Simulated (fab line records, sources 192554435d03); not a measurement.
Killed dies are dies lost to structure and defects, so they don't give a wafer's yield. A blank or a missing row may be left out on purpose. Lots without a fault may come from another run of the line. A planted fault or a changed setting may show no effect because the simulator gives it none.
Chamber matching | flow n5_finfet | N5_BEOL_M2_ALD_98 on ald_sin-04: 4 sister chambers
The step deposits SiO2, target thk 2.5 nm, pulse time 1 s, co reactant pulse time 1 s. 8 wafers are shown with their chamber, then 10 later ones without.

WAFERS WITH THEIR CHAMBER
wafer  | chamber | heater_power_w (W) | precursor_pulse_height_rel
L075.2 | 0       | 62                 | 1.018
L075.6 | 0       | 62                 | 0.982
L082.3 | 1       | 70                 | 1.012
L082.5 | 1       | 71                 | 0.985
L087.3 | 3       | 72                 | 0.994
L087.6 | 2       | 67                 | 0.991
L090.2 | 2       | 66                 | 1.008
L090.4 | 3       | 72                 | 0.981

WAFERS WITHOUT THEIR CHAMBER
wafer  | heater_power_w (W) | precursor_pulse_height_rel
L090.5 | 72                 | 0.982
L079.1 | 69                 | 1.021
L079.2 | 70                 | 1.019
L079.6 | 71                 | 1.003
L096.1 | 63                 | 0.999
L096.3 | 69                 | 0.990
L096.6 | 64                 | 0.995
L094.1 | 64                 | 1.018
L094.2 | 68                 | 1.020
L094.6 | 68                 | 0.980

WHICH CHAMBER EACH WENT THROUGH
wafer  | from the rows above     | in truth
L090.5 | 3                       | 3
L079.1 | can't be placed: 1 or 2 | 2
L079.2 | 1                       | 1
L079.6 | can't be placed: 1 or 3 | 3
L096.1 | 0                       | 0
L096.3 | can't be placed: 1 or 2 | 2
L096.6 | can't be placed: 0 or 2 | 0
L094.1 | can't be placed: 0 or 2 | 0
L094.2 | can't be placed: 2 or 1 | 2
L094.6 | can't be placed: 2 or 1 | 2
Placed correctly: 3 of 10. Can't be placed from these rows: 7 (the true chamber is among the candidates in 7). Placed wrongly: 0.
How it was worked out, from the rows above alone: a wafer's distance from a chamber is the root of the sum, over the readings, of the square of ((its reading less the chamber's mean) divided by the reading's scatter). The wafer belongs to the nearest chamber; if the next one is less than 2 further off, it can't be placed. A chamber's mean is the mean of its shown wafers. The scatter: the root of (the sum of the squares of (reading less its chamber's mean) over the shown wafers, divided by (wafers less chambers)).
